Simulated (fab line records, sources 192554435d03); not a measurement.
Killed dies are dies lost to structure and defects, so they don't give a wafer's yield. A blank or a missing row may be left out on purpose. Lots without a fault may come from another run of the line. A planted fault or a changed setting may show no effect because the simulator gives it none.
fab line records | flow n5_finfet
record lots=11 wafers=33 last_day=17
route steps=1938 shown BEOL_M7@1320 PASS1_CAP@1874 TV_LITHO@1883 PASSIVATION@1931
lots that met no fault: from a run of the same line without faults
start_h: hours from the record's first day to the start of the lot's first wafer shown | wait_h: hours since the lot's step before | " the same as in the row above | L1.1+2: a row that stands for several wafers | - no value, or no start given | * or withheld: withheld | < > ~ a bound
route shown NAME@n: a module of which the file shows steps, and the number in the route of the first | usual: mean/standard deviation of fault-free wafers | same: alike in all rows | chamber/n: place in a boat | sites: the reading at each site | _std_site: their standard deviation | _edge_site: outer sites' mean less inner sites' | radius_mm: how far each site lies from the wafer's centre | mask NAME#n: copy n | behind: the tool/chamber that last shaped the wafer | hold: why the lot was held/for how many hours/how that ended | device: the transistor (n, p or np) that didn't switch | end of line: the same wafers' tests at the end of the route | a step without rows: its recipe alone | killed: dies lost to structure and defects at the first sort, not the wafer's yield | map: a wafer's dies, x killed, . not, _ none there
set.NAME: the setting as run; set.NAME@STEP: as run at that earlier step | model.NAME: the simulator's own value behind a step, which no gauge read
steps of the route over a sample of lots; a table a step, a row a wafer
services: from which hour (start_h, from the record's first day; less than 0 if before it) a tool's chamber was out of use, for how many hours, and why
## steps
# step N5_BEOL_M7_ALD_77
# recipe material=TaN target_thk_a=20 temp_c=275 ald_precursor_family=PDMAT ald_co_reactant=NH3 pressure_torr=3 carrier_flow_sccm=1500 pulse_time_s=2 purge_time_s=3 co_reactant_purge_time_s=2 co_reactant_pulse_time_s=3 ald_cycles=40 precursor_vessel_temp_c=75 precursor_vessel_pressure_torr=26.25 precursor_vessel_carrier_sccm=1000
# usual heater_power_w=426/45 precursor_vessel_temp_c=74.98/0.13
# same pulse_time_s=2
# columns lot.wafer tool chamber start_h wait_h heater_power_w precursor_vessel_temp_c
L337.1 ald_metal-03 2 178.84 0.0 382 75.15
L337.3 " 0 " " 370 74.67
L337.5 " 0 " " 375 74.79
L340.1 ald_metal-02 3 199.43 0.1 402 75.10
L340.4 " 2 " " 372 75.02
L340.6 " 2 " " 381 74.96
L338.3 ald_metal-03 0 211.91 0.1 371 74.95
L338.5 " 0 " " 369 74.81
L338.6 " 3 " " 497 75.03
L339.1 ald_metal-03 2 222.29 0.0 392 74.90
L339.4 " 3 " " 486 75.00
L339.5 " 0 " " 369 75.21
L342.2 ald_metal-04 0 232.57 0.1 455 74.89
L342.3 " 2 " " 368 74.93
L342.5 " 1 " " 484 75.05
L347.1 ald_metal-03 2 260.44 0.1 394 74.87
L347.3 " 0 " " 374 74.97
L347.5 " 1 " " 393 74.90
L348.2 ald_metal-03 2 262.20 0.3 390 74.83
L348.4 " 3 " " 486 74.84
L348.5 " 2 " " 390 74.91
L350.2 ald_metal-04 1 282.05 0.1 483 75.07
L350.3 " 2 " " 362 74.80
L350.4 " 0 " " 459 74.96
L354.1 ald_metal-02 0 312.53 0.0 477 75.17
L354.2 " 1 " " 448 75.03
L354.5 " 0 " " 455 74.72
L357.2 ald_metal-02 1 315.21 0.1 453 75.25
L357.3 " 3 " " 413 74.95
L357.5 " 0 " " 465 75.00
L359.1 ald_metal-03 2 328.66 0.0 400 75.12
L359.2 " 0 " " 365 75.02
L359.6 " 1 " " 378 75.09
# step N5_PASSIVATION_PECVD_01
# recipe material=SiNx target_thk_a=2000 temp_c=400 precursor=SiH4/NH3/N2 pressure_torr=4.9 rf_w=1406 time_s=43.2
# usual heater_power_w=311/81 showerhead_plenum_p_Torr=8.67/0.064 throttle_valve_pct=29.2/1.4
# columns lot.wafer tool chamber start_h wait_h heater_power_w showerhead_plenum_p_Torr throttle_valve_pct
L337.1 pecvd-04 2 236.77 0.0 223 8.70 26.5
L337.3 " 0 " " 414 8.63 28.7
L337.5 " 0 " " 423 8.61 28.8
L340.1 pecvd-02 1 260.56 0.0 418 8.72 29.8
L340.4 " 1 " " 267 8.73 29.8
L340.6 " 2 " " 267 8.71 26.8
L338.3 pecvd-01 1 276.77 0.0 264 8.67 29.1
L338.5 " 2 " " 148 8.74 28.8
L338.6 " 1 " " 140 8.66 29.3
L339.1 pecvd-02 2 288.92 0.0 401 8.72 27.0
L339.4 " 2 " " 413 8.71 26.6
L339.5 " 1 " " 370 8.71 30.1
L342.2 pecvd-04 1 302.47 0.0 323 8.63 30.8
L342.3 " 2 " " 286 8.69 27.2
L342.5 " 2 " " 302 8.67 27.0
L347.1 pecvd-02 2 329.92 0.0 409 8.71 26.8
L347.3 " 1 " " 422 8.72 29.8
L347.5 " 0 " " 385 8.53 30.8
L348.2 pecvd-04 0 334.08 0.0 435 8.64 28.7
L348.4 " 1 " " 309 8.62 31.0
L348.5 " 2 " " 307 8.69 27.4
L350.2 pecvd-04 1 352.60 0.0 320 8.64 31.0
L350.3 " 0 " " 457 8.62 29.1
L350.4 " 1 " " 312 8.63 30.9
L354.1 pecvd-01 1 373.72 0.0 218 8.66 29.3
L354.2 " 2 " " 205 8.76 29.1
L354.5 " 1 " " 221 8.68 29.6
L357.2 pecvd-01 0 389.76 0.0 163 8.69 29.2
L357.3 " 2 " " 207 8.73 29.2
L357.5 " 2 " " 215 8.72 29.2
L359.1 pecvd-04 1 403.08 0.0 300 8.62 30.9
L359.2 " 0 " " 393 8.67 29.0
L359.6 " 0 " " 417 8.64 29.0
# step N5_PASSIVATION_CD_MEAS_10
# recipe target_cd_nm=3000 landing_energy_ev=500 detector=se_inlens
# usual cd_nm=3000.3/1.7
# columns lot.wafer tool chamber start_h wait_h cd_nm
L337.1 cd_sem-02 0 237.26 - 3002.6
L337.3 " 0 " " 3002.5
L337.5 " 0 " " 3003.0
L340.1 cd_sem-02 0 261.05 - 3000.3
L340.4 " 0 " " 3001.0
L340.6 " 0 " " 3001.1
L338.3 cd_sem-02 0 277.22 - 2998.9
L338.5 " 0 " " 2999.7
L338.6 " 0 " " 3000.7
L339.1 cd_sem-02 0 291.32 - 3000.8
L339.4 " 0 " " 3000.9
L339.5 " 0 " " 2999.7
L342.2 cd_sem-03 0 303.00 - 2999.2
L342.3 " 0 " " 2998.6
L342.5 " 0 " " 2997.5
L347.1 cd_sem-01 0 330.49 - 2999.6
L347.3 " 0 " " 3000.1
L347.5 " 0 " " 3000.5
L348.2 cd_sem-03 0 334.45 - 3000.6
L348.4 " 0 " " 3001.6
L348.5 " 0 " " 3001.7
L350.2 cd_sem-02 0 353.11 - 2999.9
L350.3 " 0 " " 2998.1
L350.4 " 0 " " 2996.7
L354.1 cd_sem-03 0 377.16 - 2999.8
L354.2 " 0 " " 3000.2
L354.5 " 0 " " 3000.2
L357.2 cd_sem-02 0 390.24 - 3001.3
L357.3 " 0 " " 3002.0
L357.5 " 0 " " 3002.6
L359.1 cd_sem-03 0 403.60 - 2998.3
L359.2 " 0 " " 2997.1
L359.6 " 0 " " 2996.6
# step N5_PASSIVATION_STRIP_48
# recipe chemistry=O2 power_w=600 temp_c=60 pressure_mtorr=30 rf_frequency_hz=6e+07 bias_power_w=0 overash_fraction=0.5 o2_flow_sccm=225
# usual drypump_motor_current_A=5.9/0.41 oes_product_au=0.81/0.089 rf_vpp_V=3.7/2.3 showerhead_plenum_p_Torr=2.09/0.054 throttle_valve_pct=16.65/0.22
# same overash_fraction=0.5
# columns lot.wafer tool chamber start_h wait_h drypump_motor_current_A oes_product_au rf_hours_counter_h rf_vpp_V showerhead_plenum_p_Torr throttle_valve_pct
L337.1 rie_diel-04 2 241.45 0.1 5.2 0.72 213 3.8 2.06 16.98
L337.3 " 0 " " 5.4 0.69 249 1.0 2.06 16.78
L337.5 " 0 " " 5.4 0.71 - 4.7 2.06 16.77
L340.1 rie_diel-01 2 265.61 0.1 5.8 0.71 179 2.0 2.08 16.57
L340.4 " 3 " " 6.1 0.81 86 2.9 2.12 16.74
L340.6 " 1 " " 6.6 0.70 - 1.4 2.06 16.89
L338.3 rie_diel-03 2 283.47 0.1 5.8 0.69 224 5.6 2.07 16.96
L338.5 " 2 " " 5.8 0.68 - 5.7 2.07 16.99
L338.6 " 3 " " 6.1 0.96 - 6.6 2.05 16.35
L339.1 rie_diel-04 1 296.79 0.1 5.7 0.73 184 0.6 2.17 16.94
L339.4 " 3 " " 6.0 0.88 42 1.5 2.05 16.40
L339.5 " 0 " " 5.4 0.91 - 6.3 2.06 16.34
L342.2 rie_diel-04 0 308.54 0.1 5.4 0.93 15 6.0 2.06 16.22
L342.3 " 3 " " 6.1 0.87 46 3.8 2.05 16.42
L342.5 " 0 " " 5.4 0.92 - 3.9 2.06 16.41
L347.1 rie_diel-04 3 335.30 0.1 6.0 0.86 55 2.3 2.04 16.46
L347.3 " 1 " " 5.7 0.69 197 9.5 2.16 16.99
L347.5 " 0 " " 5.5 0.93 - 2.9 2.05 16.37
L348.2 rie_diel-01 0 339.04 0.1 6.4 0.79 91 1.2 2.20 16.72
L348.4 " 2 " " 5.9 0.70 - 8.2 2.08 16.67
L348.5 " 3 " " 6.1 0.83 - 7.5 2.11 16.81
L350.2 rie_diel-03 2 357.20 0.1 5.8 0.66 244 4.0 2.06 16.99
L350.3 " 3 " " 6.1 0.90 48 1.4 2.04 16.44
L350.4 " 0 " " 5.5 0.90 39 2.7 2.13 16.31
L354.1 rie_diel-03 1 381.20 0.1 6.0 0.83 56 0.8 2.04 16.58
L354.2 " 3 " " 6.1 0.87 58 3.2 2.03 16.50
L354.5 " 3 " " 6.1 0.88 - 7.0 2.03 16.43
L357.2 rie_diel-04 1 394.88 0.1 5.7 0.71 218 4.6 2.15 17.03
L357.3 " 0 " " 5.4 0.87 43 3.9 2.05 16.37
L357.5 " 3 " " 6.0 0.82 - 7.4 2.04 16.48
L359.1 rie_diel-04 1 408.30 0.1 5.7 0.69 223 4.1 2.15 17.03
L359.2 " 2 " " 5.1 0.96 12 1.3 2.05 16.62
L359.6 " 1 " " 5.7 0.69 - 1.4 2.15 17.03
# step N5_PASSIVATION_PROBE_49
# usual defect_limited_yield=91.2/1.5 killed_at_M0_to_M3=35/11 killed_at_M4_up=13/5.6 killed_at_contacts=13/6.3 killed_at_front_end=38/12 killed_at_other=3.7/2.9 killed_dies=104/18 killed_open=69/13 killed_short=34/8.3 sort_bin_5_function=5.2/0.95 sort_bin_6_memory=3.3/0.68 sort_n_pass=1076/18 sort_yield_pct=91.2/1.5
# same gross_dies=1180 killed_at_back_side=0 sort_bin_4_leakage[%]=0 sort_bin_8_speed[%]=0
# columns lot.wafer tool chamber start_h wait_h defect_limited_yield[%] killed_at_M0_to_M3 killed_at_M4_up killed_at_contacts killed_at_front_end killed_at_other killed_dies killed_open killed_short sort_bin_5_function[%] sort_bin_6_memory[%] sort_n_pass sort_yield_pct[%]
L339.1 prober-02 - 299.68 0.0 90.7 40 14 14 39 3 110 79 27 5.9 2.8 1070 90.7
L339.4 prober-02 - 299.83 0.2 92.7 28 13 18 23 4 86 63 21 4.1 3.1 1094 92.7
L339.5 prober-02 - 299.88 0.2 88.4 54 12 4 62 5 137 84 49 7.4 3.7 1043 88.4
L347.1 prober-01 - 337.84 0.0 83.6 35 123 10 25 1 194 63 22 10.4 4.7 986 83.6
L347.3 prober-01 - 337.94 0.1 84.7 26 100 9 44 1 180 64 28 9.5 4.7 1000 84.7
L347.5 prober-01 - 338.04 0.2 81.6 52 103 18 40 4 217 76 48 12.0 4.7 963 81.6
L348.2 prober-01 - 341.59 0.1 84.2 11 113 5 57 0 186 60 31 10.7 4.0 994 84.2
L348.4 prober-01 - 341.69 0.2 84.2 24 106 8 41 7 186 60 36 11.3 3.5 994 84.2
L348.5 prober-01 - 341.74 0.2 83.3 22 105 14 56 0 197 80 22 11.3 4.2 983 83.3
# killed by level:class
L339.1 MOL_CONTACT_COAG:geometric_particle:open=14 FIN_SAQP:geometric_particle:open=10 STI_FIN_REVEAL:geometric_particle:open=8 BEOL_M2:geometric_particle:open=8 BEOL_M1:geometric_particle:open=6 BEOL_M3:geometric_particle:open=6 DUMMY_GATE:geometric_particle:open=5 BEOL_M0_SAQP:geometric_particle:open=5
L339.4 MOL_CONTACT_COAG:geometric_particle:open=14 STI_FIN_REVEAL:geometric_particle:open=9 BEOL_M2:geometric_particle:open=9 BEOL_M3:geometric_particle:open=6 BEOL_M4:geometric_particle:open=5 MOL_CONTACT_COAG:geometric_particle:short=4 BEOL_M1:geometric_particle:open=4 BEOL_M3:geometric_particle:short=4
L339.5 BEOL_M0_SAQP:geometric_particle:short=15 FIN_SAQP:geometric_particle:open=12 STI_FIN_REVEAL:geometric_particle:open=11 BEOL_M0_SAQP:geometric_particle:open=10 BEOL_M3:geometric_particle:open=10 FIN_SAQP:geometric_particle:short=9 BEOL_M2:geometric_particle:open=7 GATE_CUT:geometric_particle:short=6
L347.1 BEOL_M7:unspecified=108 BEOL_M4:geometric_particle:open=10 STI_FIN_REVEAL:geometric_particle:open=9 BEOL_M0_SAQP:geometric_particle:open=9 MOL_CONTACT_COAG:geometric_particle:open=8 BEOL_M0_SAQP:geometric_particle:short=8 BEOL_M2:geometric_particle:open=7 BEOL_M3:geometric_particle:open=4
L347.3 BEOL_M7:unspecified=85 FIN_SAQP:geometric_particle:open=8 STI_FIN_REVEAL:geometric_particle:open=8 MOL_CONTACT_COAG:geometric_particle:open=8 BEOL_M0_SAQP:geometric_particle:short=7 BEOL_M0_SAQP:geometric_particle:open=6 BEOL_M4:geometric_particle:open=5 FIN_SAQP:geometric_particle:short=4
L347.5 BEOL_M7:unspecified=89 BEOL_M0_SAQP:geometric_particle:open=23 BEOL_M0_SAQP:geometric_particle:short=20 MOL_CONTACT_COAG:geometric_particle:open=14 STI_FIN_REVEAL:geometric_particle:open=8 FIN_SAQP:geometric_particle:short=7 FIN_SAQP:geometric_particle:open=6 GATE_CUT:geometric_particle:short=4
L348.2 BEOL_M7:unspecified=95 STI_FIN_REVEAL:geometric_particle:open=18 FIN_SAQP:geometric_particle:open=15 BEOL_M4:geometric_particle:open=8 FIN_SAQP:geometric_particle:short=8 BEOL_M0_SAQP:geometric_particle:short=4 BEOL_M8:geometric_particle:short=3 MOL_CONTACT_COAG:geometric_particle:short=3
L348.4 BEOL_M7:unspecified=89 FIN_SAQP:geometric_particle:short=10 BEOL_M0_SAQP:geometric_particle:open=9 FIN_SAQP:geometric_particle:open=8 BEOL_M0_SAQP:geometric_particle:short=7 BEOL_M4:geometric_particle:open=7 MOL_CONTACT_COAG:geometric_particle:open=6 GATE_CUT:geometric_particle:short=5
L348.5 BEOL_M7:unspecified=94 FIN_SAQP:geometric_particle:open=22 STI_FIN_REVEAL:geometric_particle:open=14 MOL_CONTACT_COAG:geometric_particle:open=11 BEOL_M1:geometric_particle:open=9 FIN_SAQP:geometric_particle:short=6 BEOL_M7:geometric_particle:open=5 BEOL_M3:geometric_particle:open=5
## services
# columns tool chamber start_h hours kind
rie_diel-03 0 155.80 6.7 repair
ald_metal-03 1 160.26 65.4 repair
pecvd-01 - 168.36 5.5 pm
pecvd-04 - 172.05 0.9 repair
ald_metal-03 1 231.04 5.1 repair
pecvd-01 0 233.76 9.1 repair
rie_diel-03 - 239.55 1.0 repair
pecvd-02 1 242.54 2.1 repair
ald_metal-02 - 258.73 0.5 repair
rie_diel-03 1 261.09 19.7 repair
pecvd-02 - 266.62 1.8 repair
ald_metal-02 2 270.46 27.3 repair
ald_metal-02 2 308.79 27.3 repair
pecvd-01 - 316.10 14.6 pm
ald_metal-03 1 318.16 2.9 repair
pecvd-02 2 325.63 3.6 repair
rie_diel-03 2 333.64 14.0 repair
pecvd-04 - 335.62 0.3 repair
rie_diel-04 0 346.07 5.5 repair
rie_diel-04 - 378.75 4.3 pm
pecvd-04 2 383.29 4.4 repair
ald_metal-03 1 387.38 2.9 repair
pecvd-02 2 393.59 2.3 repair
rie_diel-03 1 393.71 5.3 repair
## key
first_sign step=N5_PASSIVATION_PROBE_49 reading=killed_at_M4_up direction=up sigmas=17 usual=13 struck=108
effect step=N5_PASSIVATION_PROBE_49 reading=killed_dies direction=up sigmas=5.1 usual=104 struck=193
more_kills_born_at N5_BEOL_M7_ALD_77@ald_metal-03=560
met_at N5_BEOL_M7_ALD_77
struck_lots L347,L348
not_acting_at N5_PASSIVATION_PECVD_01,N5_PASSIVATION_CD_MEAS_10,N5_PASSIVATION_STRIP_48
onset_between 222.29 260.44
fault kind=chamber_particle_source tool=ald_metal-03 chamber=- onset_h=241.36 steps=N5_BEOL_M7_ALD_77 rate_per_visit_cm2=0.44392 end_h=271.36
